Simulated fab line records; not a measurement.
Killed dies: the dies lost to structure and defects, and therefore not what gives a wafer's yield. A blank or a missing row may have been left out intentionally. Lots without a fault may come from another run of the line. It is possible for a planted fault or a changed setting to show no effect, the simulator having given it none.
Which of the tools did it? + flow nand-harc + 24 lots, 72 wafers sampled, at 5 steps of a route of 1159

WHAT THE GAUGES SHOWED, per wafer
NHARC_A_BLC_CD_MEAS_19. Usual: cd-nm reads 101 nm (standard deviation 3.4).
| lot  | measured     | on        | cd-nm (nm)  | flag |
|------|--------------|-----------|-------------|------|
| L075 | day 17 09:07 | cd-sem-03 | 103 103 101 |      |
| L074 | day 17 14:56 | cd-sem-01 | 100 102 95  |      |
| L077 | day 17 17:31 | cd-sem-01 | 99 107 103  |      |
| L076 | day 17 18:58 | cd-sem-01 | 98 103 102  |      |
| L078 | day 18 11:43 | cd-sem-03 | 101 99 97   |      |
| L080 | day 18 18:53 | cd-sem-02 | 104 97 106  |      |
| L079 | day 19 06:11 | cd-sem-03 | 101 101 94  |      |
| L082 | day 19 07:10 | cd-sem-03 | 95 103 103  |      |
| L081 | day 19 07:56 | cd-sem-01 | 103 97 102  |      |
| L084 | day 19 13:29 | cd-sem-02 | 105 98 99   |      |
| L083 | day 19 20:10 | cd-sem-03 | 92 100 102  |      |
| L085 | day 20 04:48 | cd-sem-01 | 106 100 100 |      |
| L087 | day 20 06:00 | cd-sem-01 | 101 98 104  |      |
| L086 | day 20 11:59 | cd-sem-03 | 100 105 106 |      |
| L088 | day 20 13:07 | cd-sem-03 | 102 99 99   |      |
| L090 | day 21 01:56 | cd-sem-02 | 98 98 98    |      |
| L089 | day 21 06:53 | cd-sem-02 | 107 99 99   |      |
| L092 | day 21 13:57 | cd-sem-02 | 103 93 102  |      |
| L091 | day 21 18:01 | cd-sem-03 | 101 99 99   |      |
| L093 | day 22 03:07 | cd-sem-03 | 98 107 101  |      |
| L094 | day 22 03:53 | cd-sem-03 | 101 104 107 |      |
| L096 | day 22 09:02 | cd-sem-02 | 94 102 97   |      |
| L097 | day 22 10:29 | cd-sem-01 | 100 104 107 |      |
| L095 | day 22 12:05 | cd-sem-02 | 95 106 101  |      |

TOOL THAT RAN EACH LOT (tool first, then ch and the chambers of the sampled wafers, then the start)
| lot  | NHARC_A_CONTACT_ETCH_138             | NHARC_A_CONTACT_STRIP_26                      | NHARC_A_CONTACT_ALD_18              | NHARC_A_BLC_DESCUM_15              |
|------|--------------------------------------|-----------------------------------------------|-------------------------------------|------------------------------------|
| L075 | har-cap-etch-02 ch 0,1, day 16 20:53 | rie-diel-08 ch 0,2,3, day 16 22:50 or earlier | ald-metal-02 ch 1,2,3, day 16 22:50 | rie-diel-03 ch 1,2,3, day 17 08:08 |
| L074 | har-cap-etch-03 ch 0,1, day 17 02:50 | rie-diel-11 ch 0,3, day 17 04:43 or earlier   | ald-metal-01 ch 1,3, day 17 04:43   | rie-diel-13 ch 0,2,3, day 17 13:59 |
| L077 | har-cap-etch-02 ch 1, day 17 07:53   | rie-diel-08 ch 1,2,3, day 17 09:35 or earlier | ald-metal-02 ch 0,1,2, day 17 09:35 | rie-diel-13 ch 0,3, day 17 16:31   |
| L076 | har-cap-etch-01 ch 0,1, day 17 09:04 | rie-diel-11 ch 2,3, day 17 10:54 or earlier   | ald-metal-01 ch 0,1, day 17 10:54   | rie-diel-13 ch 0,3, day 17 17:41   |
| L078 | har-cap-etch-02 ch 0,1, day 18 03:22 | rie-diel-01 ch 0,3, day 18 05:01 or earlier   | ald-metal-02 ch 1,2, day 18 05:01   | rie-diel-07 ch 0,2,3, day 18 10:45 |
| L080 | har-cap-etch-03 ch 0,1, day 18 14:03 | rie-diel-11 ch 0,2,3, day 18 15:53 or earlier | ald-metal-01 ch 0,1,3, day 18 15:53 | rie-diel-13 ch 0,1,3, day 18 17:55 |
| L079 | har-cap-etch-02 ch 0,1, day 18 18:58 | rie-diel-01 ch 0,3, day 18 21:12 or earlier   | ald-metal-02 ch 1,3, day 18 21:12   | rie-diel-03 ch 2,3, day 19 05:14   |
| L082 | har-cap-etch-02 ch 0,1, day 18 22:13 | rie-diel-08 ch 0,1, day 19 00:03 or earlier   | ald-metal-04 ch 1,2, day 19 00:03   | rie-diel-07 ch 1,2,3, day 19 05:53 |
| L081 | har-cap-etch-03 ch 0,1, day 19 00:32 | rie-diel-08 ch 0,1,2, day 19 02:29 or earlier | ald-metal-01 ch 2,3, day 19 02:29   | rie-diel-13 ch 0,3, day 19 06:58   |
| L084 | har-cap-etch-02 ch 0,1, day 19 08:34 | rie-diel-11 ch 0,2,3, day 19 10:25 or earlier | ald-metal-01 ch 0,1,2, day 19 10:25 | rie-diel-07 ch 0,1,3, day 19 12:31 |
| L083 | har-cap-etch-02 ch 0,1, day 19 11:04 | rie-diel-08 ch 0,2, day 19 12:22              | ald-metal-01 ch 0,1, day 19 13:06   | rie-diel-03 ch 1,2,3, day 19 19:01 |
| L085 | har-cap-etch-01 ch 0,1, day 19 23:50 | rie-diel-08 ch 0,1,3, day 20 01:44 or earlier | ald-metal-02 ch 0,2,3, day 20 01:44 | rie-diel-07 ch 0,2,3, day 20 03:50 |
| L087 | har-cap-etch-02 ch 0,1, day 20 01:03 | rie-diel-08 ch 0,1,2, day 20 02:50 or earlier | ald-metal-04 ch 1,2, day 20 02:50   | rie-diel-07 ch 0,3, day 20 05:02   |
| L086 | har-cap-etch-02 ch 0,1, day 20 03:46 | rie-diel-11 ch 1,2, day 20 05:28 or earlier   | ald-metal-04 ch 1,2,3, day 20 05:28 | rie-diel-03 ch 0,2,3, day 20 10:59 |
| L088 | har-cap-etch-01 ch 0,1, day 20 07:11 | rie-diel-01 ch 0,1, day 20 09:02 or earlier   | ald-metal-04 ch 0,2,3, day 20 09:02 | rie-diel-07 ch 1,2,3, day 20 12:08 |
| L090 | har-cap-etch-03 ch 0,1, day 20 19:35 | rie-diel-01 ch 0,2,3, day 20 21:16 or earlier | ald-metal-02 ch 1,2,3, day 20 21:16 | rie-diel-13 ch 0,2, day 21 00:24   |
| L089 | har-cap-etch-03 ch 0, day 20 23:28   | rie-diel-11 ch 1,2,3, day 21 01:09 or earlier | ald-metal-04 ch 0,1,3, day 21 01:09 | rie-diel-07 ch 0,2, day 21 05:56   |
| L092 | har-cap-etch-02 ch 0,1, day 21 05:05 | rie-diel-11 ch 1,2, day 21 06:44 or earlier   | ald-metal-02 ch 0,3, day 21 06:44   | rie-diel-03 ch 0,1,2, day 21 12:59 |
| L091 | har-cap-etch-01 ch 0,1, day 21 07:01 | rie-diel-11 ch 1,2,3, day 21 08:44 or earlier | ald-metal-04 ch 0,1,2, day 21 08:44 | rie-diel-07 ch 1,2, day 21 17:03   |
| L093 | har-cap-etch-01 ch 0,1, day 21 18:33 | rie-diel-08 ch 1,2,3, day 21 20:37 or earlier | ald-metal-02 ch 0,1,2, day 21 20:37 | rie-diel-03 ch 1,2,3, day 22 02:09 |
| L094 | har-cap-etch-03 ch 0,1, day 21 19:10 | rie-diel-11 ch 0,2,3, day 21 21:02 or earlier | ald-metal-04 ch 0,1,3, day 21 21:02 | rie-diel-07 ch 0,1,3, day 22 02:56 |
| L096 | har-cap-etch-03 ch 0,1, day 22 04:12 | rie-diel-08 ch 0,1,3, day 22 05:52 or earlier | ald-metal-04 ch 0,1, day 22 05:52   | rie-diel-03 ch 0,2,3, day 22 08:04 |
| L097 | har-cap-etch-02 ch 0,1, day 22 05:29 | rie-diel-08 ch 0,1,3, day 22 07:20 or earlier | ald-metal-02 ch 0,1,2, day 22 07:20 | rie-diel-03 ch 0,1, day 22 09:31   |
| L095 | har-cap-etch-03 ch 0,1, day 22 07:03 | rie-diel-01 ch 0,1, day 22 08:57 or earlier   | ald-metal-01 ch 1,2,3, day 22 08:57 | rie-diel-03 ch 0,2, day 22 11:07   |
- NHARC_A_CONTACT_ETCH_138: etches the open film in C4F8/O2/Ar, time 132 s, target depth 1289 nm.
- NHARC_A_CONTACT_STRIP_26: strips in O2.
- NHARC_A_CONTACT_ALD_18: deposits TiN, target thk 3 nm, pulse time 1 s, ald cycles 150.
- NHARC_A_BLC_DESCUM_15: chemistry O2, time 3 s.

WHAT THE TOOLS THEMSELVES READ (means of the sampled wafers that have a number; where no wafer has one, the mark that the record gives instead)
NHARC_A_CONTACT_ETCH_138. Usual: oes-air-line-au reads 0.998 a.u. (standard deviation 0.02).
| lot  | tool            | oes-air-line-au (a.u.) | flag |
|------|-----------------|------------------------|------|
| L075 | har-cap-etch-02 | 0.991                  |      |
| L074 | har-cap-etch-03 | 1.014                  |      |
| L077 | har-cap-etch-02 | 1.008                  |      |
| L076 | har-cap-etch-01 | 0.990                  |      |
| L078 | har-cap-etch-02 | 0.988                  |      |
| L080 | har-cap-etch-03 | 0.997                  |      |
| L079 | har-cap-etch-02 | 0.994                  |      |
| L082 | har-cap-etch-02 | 0.986                  |      |
| L081 | har-cap-etch-03 | 1.013                  |      |
| L084 | har-cap-etch-02 | 0.991                  |      |
| L083 | har-cap-etch-02 | 0.990                  |      |
| L085 | har-cap-etch-01 | 1.001                  |      |
| L087 | har-cap-etch-02 | 0.995                  |      |
| L086 | har-cap-etch-02 | 0.977                  |      |
| L088 | har-cap-etch-01 | 1.015                  |      |
| L090 | har-cap-etch-03 | 1.010                  |      |
| L089 | har-cap-etch-03 | 0.990                  |      |
| L092 | har-cap-etch-02 | 0.989                  |      |
| L091 | har-cap-etch-01 | 0.983                  |      |
| L093 | har-cap-etch-01 | 1.005                  |      |
| L094 | har-cap-etch-03 | 1.036                  |      |
| L096 | har-cap-etch-03 | 0.997                  |      |
| L097 | har-cap-etch-02 | 0.987                  |      |
| L095 | har-cap-etch-03 | 1.007                  |      |

NHARC_A_CONTACT_STRIP_26. Usual: drypump-motor-current-A 5.69 A, standard deviation 0.23; oes-product-au 0.998 a.u., standard deviation 0.012; rf-vpp-V 57.7 V, standard deviation 0.83; showerhead-plenum-p-Torr 3.49 Torr, standard deviation 0.13; throttle-valve-pct 17.036 %, standard deviation 0.0085.
| lot  | tool        | drypump-motor-current-A (A) | oes-product-au (a.u.) | rf-vpp-V (V) | showerhead-plenum-p-Torr (Torr) | throttle-valve-pct (%) | flag |
|------|-------------|-----------------------------|-----------------------|--------------|---------------------------------|------------------------|------|
| L075 | rie-diel-08 | 5.65                        | 0.989                 | 57.8         | 3.40                            | 17.040                 |      |
| L074 | rie-diel-11 | 5.68                        | 1.004                 | 58.3         | 3.66                            | 17.034                 |      |
| L077 | rie-diel-08 | 5.78                        | 0.982                 | 57.4         | 3.47                            | 17.032                 |      |
| L076 | rie-diel-11 | 5.73                        | 1.006                 | 58.4         | 3.56                            | 17.032                 |      |
| L078 | rie-diel-01 | 5.86                        | 0.991                 | 58.1         | 3.56                            | 17.033                 |      |
| L080 | rie-diel-11 | 5.61                        | 0.991                 | 58.9         | 3.57                            | 17.032                 |      |
| L079 | rie-diel-01 | 5.64                        | 0.984                 | 58.4         | 3.56                            | 17.042                 |      |
| L082 | rie-diel-08 | 5.70                        | 1.000                 | 58.6         | 3.52                            | 17.037                 |      |
| L081 | rie-diel-08 | 5.62                        | 1.000                 | 57.0         | 3.47                            | 17.030                 |      |
| L084 | rie-diel-11 | 5.62                        | 1.005                 | 57.6         | 3.56                            | 17.036                 |      |
| L083 | rie-diel-08 | 5.52                        | 1.003                 | 57.4         | 3.40                            | 17.036                 |      |
| L085 | rie-diel-08 | 5.84                        | 0.995                 | 57.9         | 3.51                            | 17.034                 |      |
| L087 | rie-diel-08 | 5.62                        | 0.997                 | 58.3         | 3.47                            | 17.036                 |      |
| L086 | rie-diel-11 | 5.72                        | 0.992                 | 57.7         | 3.41                            | 17.040                 |      |
| L088 | rie-diel-01 | 5.71                        | 1.012                 | 58.3         | 3.38                            | 17.038                 |      |
| L090 | rie-diel-01 | 5.76                        | 0.999                 | 58.9         | 3.59                            | 17.037                 |      |
| L089 | rie-diel-11 | 5.74                        | 1.001                 | 57.7         | 3.47                            | 17.031                 |      |
| L092 | rie-diel-11 | 5.68                        | 1.005                 | 57.0         | 3.39                            | 17.049                 |      |
| L091 | rie-diel-11 | 5.73                        | 0.991                 | 57.6         | 3.47                            | 17.034                 |      |
| L093 | rie-diel-08 | 5.76                        | 1.000                 | 57.3         | 3.46                            | 17.038                 |      |
| L094 | rie-diel-11 | 5.64                        | 1.003                 | 57.6         | 3.55                            | 17.044                 |      |
| L096 | rie-diel-08 | 5.82                        | 1.007                 | 57.4         | 3.51                            | 17.030                 |      |
| L097 | rie-diel-08 | 5.84                        | 1.013                 | 57.2         | 3.51                            | 17.041                 |      |
| L095 | rie-diel-01 | 5.55                        | 0.993                 | 57.3         | 3.46                            | 17.041                 |      |

NHARC_A_CONTACT_ALD_18. Usual: heater-power-w 1089 W, standard deviation 120; precursor-pulse-height-rel 0.999, standard deviation 0.021.
| lot  | tool         | heater-power-w (W) | precursor-pulse-height-rel | flag |
|------|--------------|--------------------|----------------------------|------|
| L075 | ald-metal-02 | 1131               | 1.025                      |      |
| L074 | ald-metal-01 | 1020               | 1.003                      |      |
| L077 | ald-metal-02 | 1013               | 0.994                      |      |
| L076 | ald-metal-01 | 1000               | 1.003                      |      |
| L078 | ald-metal-02 | 1044               | 1.008                      |      |
| L080 | ald-metal-01 | 998                | 0.982                      |      |
| L079 | ald-metal-02 | 1217               | 1.005                      |      |
| L082 | ald-metal-04 | 1139               | 1.011                      |      |
| L081 | ald-metal-01 | 988                | 0.999                      |      |
| L084 | ald-metal-01 | 988                | 0.991                      |      |
| L083 | ald-metal-01 | 987                | 0.991                      |      |
| L085 | ald-metal-02 | 1088               | 0.994                      |      |
| L087 | ald-metal-04 | 1133               | 1.005                      |      |
| L086 | ald-metal-04 | 1153               | 0.981                      |      |
| L088 | ald-metal-04 | 1156               | 1.002                      |      |
| L090 | ald-metal-02 | 1129               | 0.992                      |      |
| L089 | ald-metal-04 | 1206               | 0.992                      |      |
| L092 | ald-metal-02 | 1050               | 1.001                      |      |
| L091 | ald-metal-04 | 1207               | 1.010                      |      |
| L093 | ald-metal-02 | 1033               | 0.994                      |      |
| L094 | ald-metal-04 | 1204               | 0.998                      |      |
| L096 | ald-metal-04 | 1271               | 0.977                      |      |
| L097 | ald-metal-02 | 1006               | 1.005                      |      |
| L095 | ald-metal-01 | 1001               | 0.978                      |      |

NHARC_A_BLC_DESCUM_15. Usual: drypump-motor-current-A 5.6 A, standard deviation 0.5; oes-product-au 1.000 a.u., standard deviation 0.016; rf-vpp-V 57.8 V, standard deviation 0.83; showerhead-plenum-p-Torr 1.92 Torr, standard deviation 0.088; throttle-valve-pct 11.311 %, standard deviation 0.0093.
| lot  | tool        | drypump-motor-current-A (A) | oes-product-au (a.u.) | rf-vpp-V (V) | showerhead-plenum-p-Torr (Torr) | throttle-valve-pct (%) | flag |
|------|-------------|-----------------------------|-----------------------|--------------|---------------------------------|------------------------|------|
| L075 | rie-diel-03 | 5.1                         | 0.997                 | 57.7         | 1.98                            | 11.318                 |      |
| L074 | rie-diel-13 | 5.8                         | 1.017                 | 58.1         | 1.94                            | 11.308                 |      |
| L077 | rie-diel-13 | 5.8                         | 0.990                 | 57.1         | 1.91                            | 11.323                 |      |
| L076 | rie-diel-13 | 6.2                         | 1.012                 | 57.5         | 1.98                            | 11.302                 |      |
| L078 | rie-diel-07 | 5.9                         | 1.000                 | 57.9         | 1.90                            | 11.312                 |      |
| L080 | rie-diel-13 | 5.8                         | 1.001                 | 57.8         | 1.94                            | 11.303                 |      |
| L079 | rie-diel-03 | 4.9                         | 0.976                 | 58.1         | 2.01                            | 11.311                 |      |
| L082 | rie-diel-07 | 5.9                         | 1.003                 | 57.3         | 1.89                            | 11.305                 |      |
| L081 | rie-diel-13 | 5.8                         | 1.009                 | 57.5         | 1.91                            | 11.321                 |      |
| L084 | rie-diel-07 | 6.0                         | 0.999                 | 57.9         | 1.86                            | 11.310                 |      |
| L083 | rie-diel-03 | 5.1                         | 0.988                 | 58.3         | 1.98                            | 11.315                 |      |
| L085 | rie-diel-07 | 5.9                         | 1.006                 | 57.4         | 1.90                            | 11.306                 |      |
| L087 | rie-diel-07 | 5.8                         | 1.013                 | 58.0         | 1.94                            | 11.306                 |      |
| L086 | rie-diel-03 | 5.1                         | 0.994                 | 58.0         | 1.98                            | 11.308                 |      |
| L088 | rie-diel-07 | 5.9                         | 0.994                 | 58.2         | 1.89                            | 11.311                 |      |
| L090 | rie-diel-13 | 6.2                         | 1.011                 | 58.7         | 1.99                            | 11.313                 |      |
| L089 | rie-diel-07 | 6.1                         | 1.003                 | 57.4         | 1.83                            | 11.320                 |      |
| L092 | rie-diel-03 | 5.3                         | 0.990                 | 57.8         | 1.92                            | 11.325                 |      |
| L091 | rie-diel-07 | 6.0                         | 0.991                 | 57.9         | 1.81                            | 11.316                 |      |
| L093 | rie-diel-03 | 5.1                         | 0.992                 | 57.9         | 1.97                            | 11.312                 |      |
| L094 | rie-diel-07 | 6.0                         | 1.010                 | 57.4         | 1.86                            | 11.306                 |      |
| L096 | rie-diel-03 | 5.1                         | 1.003                 | 58.4         | 1.98                            | 11.314                 |      |
| L097 | rie-diel-03 | 5.5                         | 1.005                 | 58.4         | 1.88                            | 11.310                 |      |
| L095 | rie-diel-03 | 5.4                         | 0.999                 | 57.5         | 1.92                            | 11.309                 |      |

THE ANSWER, worked out from the rows above alone
Rule: a lot is off if the mean of its wafers that have a number lies more than 3 standard deviations from the usual mean. A lot without any number at a reading at which 4 lots or more have one is off too. All remaining lots with rows at the step are treated as sound. Order of review: gauges by route order, followed by the tools' own readings, for which a lot's mean as printed above is used. The first step at which some lot is off is used, and at that step the reading that is off furthest; a lot without a number counts as furthest.
None of the lots is off at any reading shown; this tells nothing.

WHAT HAD BEEN PUT IN BY THE SIMULATOR
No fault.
